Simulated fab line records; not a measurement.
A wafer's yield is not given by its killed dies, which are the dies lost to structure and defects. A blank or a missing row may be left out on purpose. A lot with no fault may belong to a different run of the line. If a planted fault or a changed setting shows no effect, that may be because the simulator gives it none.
fab line records	flow n5Finfet
[record] lots = 3	wafers = 9	lastDay = 17
route steps=1938 shown BEOL_M4@1099 BEOL_M5@1112 BEOL_M9@1405 PASSIVATION@1936
lots untouched by any fault: they come from a run of this same line in which no faults occurred
startH: hours from the record's first day to the start of the lot's first wafer shown	waitH: hours from the lot's prior step to this one	" identical to the entry in the row above	L1.1+2: a single row standing in for several wafers	- value missing, or start not given	* or withheld: withheld	< > ~ a bound
route shown NAME@n: names a module that has steps shown in the file, with the first one's number in the route	usual: mean and standard deviation over wafers with no fault	same: alike in all rows	chamber/n: place in a boat	sites: per-site readings	_std_site: the values' standard deviation	_edge_site: outer sites' mean less inner sites'	radiusMm: how far each site lies from the wafer's centre	mask NAME#n: copy n	behind: the tool/chamber that last shaped the wafer	hold: reason for holding the lot/hours on hold/outcome of the hold	device: the n, p or np transistor that did not switch	end of line: tests run on the same wafers once the route is complete	where a step has no rows: the recipe by itself	killed: at the first sort, the dies lost to defects and structure; wafer yield is something else	map: per-die view of a wafer (x killed, . not killed, _ where there is no die)
set.NAME: the run value of the setting; set.NAME@STEP: its run value at that earlier step	model.NAME: the simulator's own value behind a step, which no gauge read
certain route steps with their lots: each step a table, each wafer a row
services: from which hour (startH, from the record's first day; less than 0 if before it) a tool's chamber was out of use, for how many hours, and why
[[steps]]
[step N5_BEOL_M4_ANNEAL_95]
[recipe] tempC = 400	timeS = 240	ambient = vacuum
[step N5_BEOL_M4_SPUTTER_96]
[recipe] material = Cu	targetThkA = 45	tempC = -20	chamberPressurePa = 0.07	powerW = withheld	timeS = 8.29
[step N5_BEOL_M4_ECD_50]
[recipe] material = Cu	targetThkA = 3000
[step N5_BEOL_M4_ANNEAL_51]
[recipe] tempC = 225	timeS = 90	ambient = N2
[step N5_BEOL_M4_CMP_52]
[recipe] stopOn = SiOC	tOverpolishS = 6.8	downForcePsi = 1	platenRpm = 50	clearingPlatenDownForcePsi = 1.5	clearingPlatenRpm = 50	postCmpClean = cuAlkaline	targetThkNm = 40	clearingPlatenPadVelocityMS = 0.99484	padVelocityMS = 0.99484
[step N5_BEOL_M4_PRE_CLEAN_60]
[recipe] gas = NH3/H2	timeS = 15	tempC = *	rfPowerW = 300
[step N5_BEOL_M4_CO_CAP_55]
[recipe] material = Co	targetThkA = 20	tempC = 200	precursor = CCTBA/H2	pressureTorr = 30	timeS = 102.1
[step N5_BEOL_M4_PRE_CLEAN_56]
[recipe] gas = NH3	timeS = 15	tempC = withheld	rfPowerW = 300
[step N5_BEOL_M4_DEP_57]
[recipe] material = SiCN	targetThkA = 80	tempC = withheld	precursor = 3MS/NH3	pressureTorr = 3	rfW = 202	timeS = 14
[step N5_BEOL_M4_RC_MEAS_101]
[usual] DIBL_N = 35.4/2.1	DIBL_P = 34.8/2.6	IOFF_N = 0.15/0.037	IOFF_P = 0.19/0.037	ION_N = 677/16	ION_P = 462/9.3	SS_N = 71.4/0.75	SS_P = 72.9/0.77	VT_N = 250/3.7	VT_P = -251/3.5
lot.wafer	tool	chamber	startH	waitH	DIBL_N[mV/V]	DIBL_P[mV/V]	IOFF_N[nA/um]	IOFF_P[nA/um]	ION_N[uA/um]	ION_P[uA/um]	SS_N[mV/dec]	SS_P[mV/dec]	VT_N[mV]	VT_P[mV]
L839.1	prober-02	0	200.79	0.0	36.0	33.9	0.17	0.18	674	453	72.1	73.6	247	-253
L839.3	"	0	"	"	33.0	32.1	0.12	0.16	663	454	71.1	72.6	253	-252
L839.6	"	0	"	"	34.7	34.8	0.16	0.20	696	471	71.1	73.2	246	-249
L841.3	prober-01	0	203.27	0.8	36.7	35.9	0.16	0.18	679	456	71.4	73.5	249	-254
L841.4	"	0	"	"	36.7	36.0	0.17	0.19	693	467	72.0	72.7	248	-254
L841.5	"	0	"	"	33.3	31.7	0.11	0.13	660	448	70.5	72.2	255	-258
L854.1	prober-01	0	286.34	0.0	35.6	35.4	0.15	0.19	678	460	72.1	72.7	250	-251
L854.2	"	0	"	"	34.9	35.1	0.15	0.18	677	463	71.4	72.9	250	-250
L854.6	"	0	"	"	34.7	34.9	0.14	0.19	680	466	71.5	73.0	248	-251
[step N5_BEOL_M5_ILD_DEP_00]
[recipe] material = SiCOH_lowk	targetThkA = 1406.4	tempC = 300	precursor = DEMS/porogen	pressureTorr = 5	rfW = 500	timeS = 25.9
[step N5_BEOL_M5_CURE_79]
[recipe] tempC = 385	timeS = 240	ambient = He/Ar	material = SiCOH_lowk
[step N5_BEOL_M5_PECVD_70]
[recipe] material = SiO2	targetThkA = 160	tempC = 400	precursor = TEOS/O2	pressureTorr = 5.5	rfW = 450	teosFlowSccm = 53.8	gas = O2	flowSccm = 3000	timeS = 18
[step N5_BEOL_M5_HM_DEP_02]
[recipe] material = TiN	targetThkA = 200	tempC = 25	chamberPressurePa = 0.49996
[step N5_BEOL_M5_COAT_59]
[recipe] resist = SOC	tempC = 250	timeS = 60	spinRpm = 1500	resistThkNm = 60
[step N5_BEOL_M5_COAT_60]
[recipe] resist = SiARC	tempC = 220	timeS = 60	spinRpm = 1500	resistThkNm = 12
[step N5_BEOL_M5_COAT_71]
[recipe] resist = underlayer	tempC = 205	timeS = 60	spinRpm = 1500	resistThkNm = 5
[step N5_BEOL_M5_COAT_05]
[recipe] resist = CAR-EUV	spinRpm = 1500	resistThkNm = 30
[step N5_BEOL_M5_EBR_07]
[recipe] solvent = PGMEA	ebrWidthMm = 1.5
[step N5_BEOL_M5_SOFTBAKE_06]
[recipe] tempC = 110	timeS = 60	resist = CAR-EUV
[step N5_BEOL_M5_EXPOSE_08]
[recipe] maskId = M5	na = 0.33	sourceShape = annular	sigmaInner = 0.4	sigmaOuter = 0.8	polarization = unpolarized	targetCdNm = 28	doseMj = 35.75
[step N5_BEOL_M5_PEB_09]
[recipe] pebTempC = 100	pebTimeS = 60	resist = CAR-EUV
[step N5_BEOL_M5_DEVELOP_10]
[recipe] developTimeS = 30	developer = TMAH	resist = CAR-EUV	rinseLiquid = surfactantRinse	dry = airSpin	devTempC = 23
[step N5_BEOL_M5_DESCUM_16]
[recipe] chemistry = O2	timeS = 7	sourcePowerW = 50	biasPowerW = 20	pressureMtorr = 20	rfFrequencyHz = 2.712e+07	tempC = 40	resist = CAR-EUV	o2FlowSccm = 225
[step N5_BEOL_M5_ETCH_72]
[recipe] chemistry = N2/H2	target = underlayer	targetDepthA = 65	maskMaterial = CAR-EUV	timeS = 5.2	ionEnergyEv = 200	pressureMtorr = 30	sourceW = 840	biasW = 150	n2FlowSccm = 200	h2FlowSccm = 200	ends = cleared
[step N5_BEOL_M5_ETCH_61]
[recipe] chemistry = CF4	target = SiARC	targetDepthA = 156	maskMaterial = CAR-EUV	timeS = 26	ionEnergyEv = 80	pressureMtorr = 40	sourceW = 545	biasW = 36	Ar_flow_sccm = 100	cf4FlowSccm = 100	ends = cleared
[step N5_BEOL_M5_ETCH_62]
[recipe] chemistry = N2/H2	target = SOC	targetDepthA = 750	overetchA = 150	maskMaterial = SiARC	tempC = 40	timeS = 112.5	ionEnergyEv = 200	pressureMtorr = 30	sourceW = 840	biasW = 150	n2FlowSccm = 200	h2FlowSccm = 200
[step N5_BEOL_M5_STRIP_63]
[recipe] chemistry = N2/H2	tempC = 40	n2FlowSccm = 200	h2FlowSccm = 200	rfFrequencyHz = 6e+07
[step N5_BEOL_M5_STRIP_73]
[recipe] chemistry = N2/H2	tempC = 40	n2FlowSccm = 200	h2FlowSccm = 200	rfFrequencyHz = 6e+07
[step N5_BEOL_M5_STRIP_64]
[recipe] chemistry = CF4	resist = SiARC	powerW = 300	biasPowerW = 75	pressureMtorr = 50	cf4FlowSccm = 150	rfFrequencyHz = 6e+07
[step N5_BEOL_M5_HM_OPEN_17]
[recipe] chemistry = Cl2/BCl3	targetDepthA = 200	overetchA = 60	target = TiN	maskMaterial = SOC	ionEnergyEv = 150	pressureMtorr = 10	icpW = 1000	biasW = 126	Cl2_flow_sccm = 53.25	bcl3FlowSccm = 21.75	Ar_flow_sccm = 25
[step N5_BEOL_M5_STRIP_19]
[recipe] chemistry = O2	powerW = 400	tempC = 40	pressureMtorr = 30	rfFrequencyHz = 6e+07	biasPowerW = 0	overashFraction = 0.2	o2FlowSccm = 225
[step N5_BEOL_M5_COAT_65]
[recipe] resist = SOC	tempC = 250	timeS = 60	spinRpm = 1500	resistThkNm = 60
[step N5_BEOL_M5_COAT_66]
[recipe] resist = SiARC	tempC = 220	timeS = 60	spinRpm = 1500	resistThkNm = 12
[step N5_BEOL_M9_HM_DEP_02]
[recipe] material = TiN	targetThkA = 200	tempC = 25	chamberPressurePa = 0.49996
[usual] throttleValvePct = 30.5/0.73
lot.wafer	tool	chamber	startH	waitH	throttleValvePct	model.TiN_of_BEOL_M9_HM_DEP_02.thkNm
L839.1	pvdSputter-02	-	250.29	2.2	30.8	20.4
L839.3	"	-	"	"	30.3	20.2
L839.6	"	-	"	"	30.0	20.2
L841.3	pvdSputter-02	-	250.79	1.9	30.5	31.6
L841.4	"	-	"	"	29.9	31.6
L841.5	"	-	"	"	30.5	19.6
L854.1	pvdSputter-01	-	331.39	2.0	31.9	20.2
L854.2	"	-	"	"	30.6	20.2
L854.6	"	-	"	"	31.0	20
[step N5_BEOL_M9_HM_OPEN_17]
[recipe] chemistry = Cl2/BCl3	targetDepthA = 200	overetchA = 60	target = TiN	maskMaterial = SOC	ionEnergyEv = 150	pressureMtorr = 10	icpW = 1000	biasW = 126	Cl2_flow_sccm = 53.25	bcl3FlowSccm = 21.75	Ar_flow_sccm = 25
[usual] drypumpMotorCurrentA = 5.7/0.51	mfcCl2Sccm = 53.26/0.16	oesProductAu = 0.68/0.089	throttleValvePct = 22.01/0.23
lot.wafer	tool	chamber	startH	waitH	drypumpMotorCurrentA	mfcCl2Sccm	oesProductAu	rfHoursCounterH	throttleValvePct	model.etch.depthNm
L839.1	rieMetal-03	1	251.21	0.0	5.8	53.12	0.54	111	21.66	20.49
L839.3	"	0	"	"	4.7	53.28	0.61	-	21.99	20.21
L839.6	"	1	"	"	5.8	53.19	0.54	-	21.67	20.19
L841.3	rieMetal-01	1	251.60	0.1	5.9	53.32	0.82	-	21.96	27.31
L841.4	"	0	"	"	6.4	53.16	0.88	-	21.93	25.1
L841.5	"	0	"	"	6.4	53.04	0.77	-	22.11	19.67
L854.1	rieMetal-02	0	332.25	0.0	5.7	53.08	0.81	2	22.12	20.12
L854.2	"	1	"	"	5.4	53.48	0.71	29	21.91	20.17
L854.6	"	0	"	"	5.8	53.29	0.80	-	22.11	20.01
[step N5_BEOL_M9_VIA_ETCH_34]
[recipe] chemistry = C4F6/O2	target = SiCOH_lowk	targetDepthA = 1824	maskMaterial = SOC	taperDeg = 4	timeS = 68.4	ionEnergyEv = 250	pressureMtorr = 30	sourceW = 345	biasW = 185	Ar_flow_sccm = 300	C4F6_flow_sccm = 10	O2_flow_sccm = 10
[usual] O2_flow_sccm = 9.996/0.028	drypumpMotorCurrentA = 5.6/0.48	oesProductAu = 0.81/0.083	rfVppV = 666/20	showerheadPlenumPTorr = 2.83/0.091	throttleValvePct = 21.0/0.34
lot.wafer	tool	chamber	startH	waitH	O2_flow_sccm	drypumpMotorCurrentA	oesProductAu	rfHoursCounterH	rfVppV	showerheadPlenumPTorr	throttleValvePct
L839.1	rieDiel-06	3	252.33	0.0	9.996	5.3	0.73	195	650	2.73	21.3
L839.3	"	2	"	"	10.013	4.8	0.89	22	658	2.94	20.8
L839.6	"	2	"	"	9.946	4.8	0.89	-	659	2.94	20.8
L841.3	rieDiel-02	1	252.92	0.0	9.937	5.9	0.33	-	640	2.75	20.5
L841.4	"	0	"	"	10.015	6.0	0.28	-	649	2.83	21.2
L841.5	"	0	"	"	9.966	6.0	0.73	-	649	2.83	21.4
L854.1	rieDiel-04	0	335.14	0.0	9.960	5.6	0.86	39	648	2.78	21.0
L854.2	"	1	"	"	10.013	6.5	0.74	157	705	2.81	20.5
L854.6	"	2	"	"	9.955	6.1	0.92	-	664	2.93	20.9
[step N5_BEOL_M9_TRENCH_ETCH_37]
[recipe] chemistry = C4F6/O2	targetDepthA = 1514.3	target = SiCOH_lowk	timeS = 49	ionEnergyEv = 250	pressureMtorr = 30	sourceW = 345	biasW = 185	Ar_flow_sccm = 300	C4F6_flow_sccm = 10	O2_flow_sccm = 10
[usual] O2_flow_sccm = 10.00/0.032	drypumpMotorCurrentA = 5.6/0.49	oesProductAu = 0.81/0.082	rfVppV = 666/20	showerheadPlenumPTorr = 2.83/0.091	throttleValvePct = 21.0/0.34
lot.wafer	tool	chamber	startH	waitH	O2_flow_sccm	drypumpMotorCurrentA	oesProductAu	rfHoursCounterH	rfVppV	showerheadPlenumPTorr	throttleValvePct	model.TiN_of_BEOL_M9_HM_DEP_02.thkNm
L839.1	rieDiel-06	3	-	-	10.05	5.3	0.72	195	649	2.73	21.4	16.4
L839.3	"	2	"	"	9.99	4.8	0.88	22	660	2.94	20.8	16.2
L839.6	"	2	"	"	9.98	4.8	0.88	-	659	2.94	20.8	16.2
L841.3	rieDiel-02	1	-	-	10.00	5.9	0.82	-	640	2.75	20.6	27.4
L841.4	"	0	"	"	10.02	6.0	0.73	-	650	2.83	21.4	27.4
L841.5	"	0	"	"	9.99	6.0	0.73	-	650	2.83	21.4	15.4
L854.1	rieDiel-04	0	-	-	9.99	5.6	0.85	39	650	2.78	21.0	16
L854.2	"	1	"	"	9.97	6.5	0.75	157	706	2.81	20.5	15.8
L854.6	"	2	"	"	9.96	6.2	0.92	-	665	2.93	21.0	15.8
[step N5_BEOL_M9_OCD_MEAS_38]
[usual] trenchDepthNm = 151.1/2.5
lot.wafer	tool	chamber	startH	waitH	trenchDepthNm
L839.1	ocd-02	-	252.61	-	152.0
L839.3	"	-	"	"	147.4
L839.6	"	-	"	"	148.3
L841.3	ocd-01	-	253.29	-	6.5
L841.4	"	-	"	"	-
L841.5	"	-	"	"	151.8
L854.1	ocd-01	-	335.42	-	149.1
L854.2	"	-	"	"	151.5
L854.6	"	-	"	"	149.3
[step N5_BEOL_M9_CD_MEAS_35]
[recipe] targetCdNm = 70	targetCdYNm = 40	polarity = opening
[usual] cdNm = 70.4/0.8
lot.wafer	tool	chamber	startH	waitH	cdNm
L839.1	cdSem-01	-	252.76	0.0	70.0
L839.3	"	-	"	"	69.8
L839.6	"	-	"	"	71.6
L841.3	cdSem-03	-	253.45	0.0	-
L841.4	"	-	"	"	-
L841.5	"	-	"	"	70.9
L854.1	cdSem-01	-	335.58	0.0	70.2
L854.2	"	-	"	"	71.2
L854.6	"	-	"	"	69.3
[step N5_PASSIVATION_PROBE_49]
[usual] defectLimitedYield = 90.5/1.7	killed_at_M0_to_M3 = 37/12	killed_at_M4_up = 14/5.2	killedAtContacts = 12/5.9	killedAtFrontEnd = 45/14	killedAtOther = 3.5/2.8	killedDies = 112/21	killedOnRim = 15/4.5	killedOpen = 73/15	killedShort = 36/8.9	sort_bin_5_function = 5.6/1.2	sort_bin_6_memory = 3.5/0.68	sortNPass = 1068/21	sortYieldPct = 90.5/1.8
[same] grossDies = 1180	killedAtBackSide = 0	sort_bin_4_leakage[%] = 0	sort_bin_8_speed[%] = 0
lot.wafer	tool	chamber	startH	waitH	defectLimitedYield[%]	killed_at_M0_to_M3	killed_at_M4_up	killedAtContacts	killedAtFrontEnd	killedAtOther	killedDies	killedOnRim	killedOpen	killedShort	sort_bin_5_function[%]	sort_bin_6_memory[%]	sortNPass	sortYieldPct[%]
L839.1	prober-01	-	322.12	0.0	91.1	22	8	10	58	7	105	20	53	41	5.8	3.1	1075	91.1
L839.3	prober-01	-	322.22	0.1	93.3	23	7	15	32	2	79	16	51	28	3.7	2.9	1101	93.3
L839.6	prober-01	-	322.37	0.3	91.5	27	23	6	41	3	100	8	64	28	4.8	2.8	1080	91.5
L841.3	prober-02	-	324.37	0.1	0.9	52	1074	11	29	3	1169	152	69	40	94.6	4.2	11	0.9
L841.4	prober-02	-	324.42	0.2	0	66	1051	13	44	6	1180	152	80	67	95.5	4.2	0	0
L841.5	prober-02	-	324.47	0.2	89.0	61	14	23	30	2	130	17	93	34	6.1	4.6	1050	89.0
L854.1	prober-02	-	396.43	0.0	88.7	68	13	13	35	4	133	16	76	55	6.4	4.4	1047	88.7
L854.2	prober-02	-	396.48	0.1	91.4	44	17	12	25	4	102	9	79	19	5.4	3.1	1078	91.4
L854.6	prober-02	-	396.68	0.3	89.7	39	15	6	54	7	121	11	75	43	6.0	3.7	1059	89.7
// killed by level:class
L839.1 FIN_SAQP:geometricParticle:short=13 FIN_SAQP:geometricParticle:open=12 MOL_CONTACT_COAG:geometricParticle:open=8 FIN_CUT:areaEtch=8 BEOL_M0_SAQP:geometricParticle:short=5 BEOL_M0_SAQP:geometricParticle:open=5 BEOL_M3:geometricParticle:short=5 BEOL_M4:geometricParticle:open=5
L839.3 MOL_CONTACT_COAG:geometricParticle:open=11 STI_FIN_REVEAL:geometricParticle:open=7 FIN_SAQP:geometricParticle:open=5 FIN_SAQP:geometricParticle:short=5 BEOL_M0_SAQP:geometricParticle:short=5 BEOL_M0_SAQP:geometricParticle:open=5 BEOL_M2:geometricParticle:open=5 MOL_CONTACT_COAG:geometricParticle:short=4
L839.6 BEOL_M4:geometricParticle:open=11 BEOL_M2:geometricParticle:open=9 FIN_SAQP:geometricParticle:short=7 FIN_SAQP:geometricParticle:open=7 BEOL_M0_SAQP:geometricParticle:open=6 BEOL_M1:geometricParticle:open=6 STI_FIN_REVEAL:geometricParticle:open=5 MOL_CONTACT_COAG:geometricParticle:open=5
L841.3 BEOL_M9:areaOpen=1059 BEOL_M3:geometricParticle:open=17 BEOL_M0_SAQP:geometricParticle:short=15 MOL_CONTACT_COAG:geometricParticle:open=9 FIN_SAQP:geometricParticle:open=5 BEOL_M0_SAQP:geometricParticle:open=5 BEOL_M4:geometricParticle:open=5 STARTING-WAFER:geometricParticle:short=5
L841.4 BEOL_M9:areaOpen=1033 BEOL_M0_SAQP:geometricParticle:short=19 BEOL_M0_SAQP:geometricParticle:open=14 MOL_CONTACT_COAG:geometricParticle:open=9 DUMMY_GATE:geometricParticle:open=9 BEOL_M2:geometricParticle:open=8 BEOL_M3:geometricParticle:short=8 FIN_SAQP:geometricParticle:open=6
L841.5 BEOL_M0_SAQP:geometricParticle:open=22 MOL_CONTACT_COAG:geometricParticle:open=21 BEOL_M0_SAQP:geometricParticle:short=13 DUMMY_GATE:geometricParticle:open=9 BEOL_M3:geometricParticle:open=8 BEOL_M2:geometricParticle:open=7 BEOL_M4:geometricParticle:open=7 FIN_SAQP:geometricParticle:short=4
L854.1 BEOL_M0_SAQP:geometricParticle:short=19 BEOL_M0_SAQP:geometricParticle:open=15 FIN_SAQP:geometricParticle:short=9 MOL_CONTACT_COAG:geometricParticle:open=8 BEOL_M0:geometricParticle:open=7 BEOL_M3:geometricParticle:open=7 STI_FIN_REVEAL:geometricParticle:open=6 BEOL_M1:geometricParticle:open=6
L854.2 BEOL_M3:geometricParticle:open=13 BEOL_M0_SAQP:geometricParticle:open=12 MOL_CONTACT_COAG:geometricParticle:open=10 BEOL_M4:geometricParticle:open=7 BEOL_M0_SAQP:geometricParticle:short=7 STI_FIN_REVEAL:geometricParticle:open=6 DUMMY_GATE:geometricParticle:open=6 BEOL_M1:geometricParticle:open=5
L854.6 STI_FIN_REVEAL:geometricParticle:open=14 BEOL_M0_SAQP:geometricParticle:short=13 FIN_SAQP:geometricParticle:open=11 FIN_SAQP:geometricParticle:short=8 MOL_CONTACT_COAG:geometricParticle:open=6 BEOL_M3:geometricParticle:open=6 BEOL_M1:geometricParticle:open=6 DUMMY_GATE:geometricParticle:open=5
// map L841.4 (x killed, . not)
_________________xxxxxxxxxxxx________________
______________xxxxxxxxxxxxxxxxxx_____________
___________xxxxxxxxxxxxxxxxxxxxxxxx__________
__________xxxxxxxxxxxxxxxxxxxxxxxxxx_________
________xxxxxxxxxxxxxxxxxxxxxxxxxxxxxx_______
_______xxxxxxxxxxxxxxxxxxxxxxxxxxxxxxxx______
______xxxxxxxxxxxxxxxxxxxxxxxxxxxxxxxxxx_____
_____xxxxxxxxxxxxxxxxxxxxxxxxxxxxxxxxxxxx____
____xxxxxxxxxxxxxxxxxxxxxxxxxxxxxxxxxxxxxx___
___xxxxxxxxxxxxxxxxxxxxxxxxxxxxxxxxxxxxxxxx__
___xxxxxxxxxxxxxxxxxxxxxxxxxxxxxxxxxxxxxxxx__
__xxxxxxxxxxxxxxxxxxxxxxxxxxxxxxxxxxxxxxxxxx_
__xxxxxxxxxxxxxxxxxxxxxxxxxxxxxxxxxxxxxxxxxx_
_xxxxxxxxxxxxxxxxxxxxxxxxxxxxxxxxxxxxxxxxxxxx
_xxxxxxxxxxxxxxxxxxxxxxxxxxxxxxxxxxxxxxxxxxxx
_xxxxxxxxxxxxxxxxxxxxxxxxxxxxxxxxxxxxxxxxxxxx
_xxxxxxxxxxxxxxxxxxxxxxxxxxxxxxxxxxxxxxxxxxxx
_xxxxxxxxxxxxxxxxxxxxxxxxxxxxxxxxxxxxxxxxxxxx
_xxxxxxxxxxxxxxxxxxxxxxxxxxxxxxxxxxxxxxxxxxxx
_xxxxxxxxxxxxxxxxxxxxxxxxxxxxxxxxxxxxxxxxxxxx
_xxxxxxxxxxxxxxxxxxxxxxxxxxxxxxxxxxxxxxxxxxxx
__xxxxxxxxxxxxxxxxxxxxxxxxxxxxxxxxxxxxxxxxxx_
__xxxxxxxxxxxxxxxxxxxxxxxxxxxxxxxxxxxxxxxxxx_
___xxxxxxxxxxxxxxxxxxxxxxxxxxxxxxxxxxxxxxxx__
___xxxxxxxxxxxxxxxxxxxxxxxxxxxxxxxxxxxxxxxx__
____xxxxxxxxxxxxxxxxxxxxxxxxxxxxxxxxxxxxxx___
_____xxxxxxxxxxxxxxxxxxxxxxxxxxxxxxxxxxxx____
______xxxxxxxxxxxxxxxxxxxxxxxxxxxxxxxxxx_____
_______xxxxxxxxxxxxxxxxxxxxxxxxxxxxxxxx______
________xxxxxxxxxxxxxxxxxxxxxxxxxxxxxx_______
__________xxxxxxxxxxxxxxxxxxxxxxxxxx_________
___________xxxxxxxxxxxxxxxxxxxxxxxx__________
______________xxxxxxxxxxxxxxxxxx_____________
_________________xxxxxxxxxxxx________________
// map L839.1 (x killed, . not)
_________________x......x.x..________________
______________...x...x.........._____________
___________.x...x...........xx.....__________
__________x..........x.............._________
________.........x.........x.x........_______
_______.......x...x.....x........x.....______
______x.....xx...........x....x........._____
_____..........x.........................____
____xxx............x......................___
___.x........x.x.x......x...x..............__
___..............x...........x...........x.__
__....................x.x...............x.x._
__.x.....................x..x...x.......x..._
_..........x..............x...x..............
_.x..............x...........................
_..........xx........x...............x.......
_....x..x...x.................x..............
_....x.xx...................x.x........x.....
_......x.....................x......xx.......
_......x.........................x.....x..x..
_....x.....x..x.....x........................
__.........................................._
__...x........x............................._
___x.......................................__
___.......x......x.....x..............xx...__
____.....................x............xx..___
_____..............................x.....____
______.x............x......x............_____
_______..........x.....x.............x.______
________..............x.............x._______
__________x..x......................_________
___________x.......x..............x__________
______________..........x......._____________
_________________.........x.x________________
[[services]]
tool	chamber	startH	hours	kind
rieDiel-02	3	243.66	9.1	repair
rieDiel-02	2	249.10	3.6	repair
rieDiel-02	2	265.88	-	clean
rieDiel-02	2	265.88	-	consumableReplace:focusRing
rieDiel-02	2	265.88	14.2	scheduledDown
rieDiel-02	2	265.88	14.2	ventCycle
rieDiel-06	-	266.11	2.8	pm
rieDiel-04	0	266.58	4.5	repair
rieDiel-04	2	276.19	-	clean
rieDiel-04	2	276.19	-	consumableReplace:focusRing
rieDiel-04	2	276.19	25.5	scheduledDown
rieDiel-04	2	276.19	25.5	ventCycle
pvdSputter-02	-	288.91	7.9	repair
rieMetal-02	0	294.01	-	clean
rieMetal-02	0	294.01	14.1	scheduledDown
rieMetal-02	0	294.01	14.1	ventCycle
pvdSputter-02	-	303.50	6.2	repair
rieMetal-03	1	308.28	-	clean
rieMetal-03	1	308.28	16.1	scheduledDown
rieMetal-03	1	308.28	16.1	ventCycle
rieDiel-06	3	330.98	3.6	repair
[[key]]
[firstSign] step = N5_BEOL_M9_VIA_ETCH_34	reading = oesProductAu	direction = down	sigmas = 6.1	usual = 0.81	struck = 0.30
[effect] step = N5_BEOL_M9_OCD_MEAS_38	reading = trenchDepthNm	direction = missing
[effect] step = N5_BEOL_M9_CD_MEAS_35	reading = cdNm	direction = missing
[effect] step = N5_PASSIVATION_PROBE_49	reading = killed_at_M4_up	direction = up	sigmas = 99+	usual = 14	struck = 1062
[modelEffect] step = N5_BEOL_M9_HM_DEP_02	value = TiN_of_BEOL_M9_HM_DEP_02.thkNm	without = 19.8	struck = 31.6
[modelEffect] step = N5_BEOL_M9_HM_OPEN_17	value = etch.depthNm	without = 19.85	struck = 26.21
[modelEffect] step = N5_BEOL_M9_TRENCH_ETCH_37	value = TiN_of_BEOL_M9_HM_DEP_02.thkNm	without = 15.6	struck = 27.4
[moreKillsBornAt] N5_BEOL_M9_HM_OPEN_17@rieMetal-01 = 2092
metAt N5_BEOL_M9_HM_DEP_02
struckWafers L841.3,L841.4
laterRowsLeftOut L841.3,L841.4
onsetBetween 250.29 250.79
[fault] kind = processParameterDrift	tool = pvdSputter-02	chamber = -	onsetH = 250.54	steps = N5_BEOL_M9_HM_DEP_02	channel = targetThkA	offset = *	shape = step	endH = 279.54	scope = struckWafersOnly	actsIn = *	stated = *
// laterRowsLeftOut: the simulator's readings of these wafers behind a module that went badly wrong aren't trusted and aren't shown, but for the sort
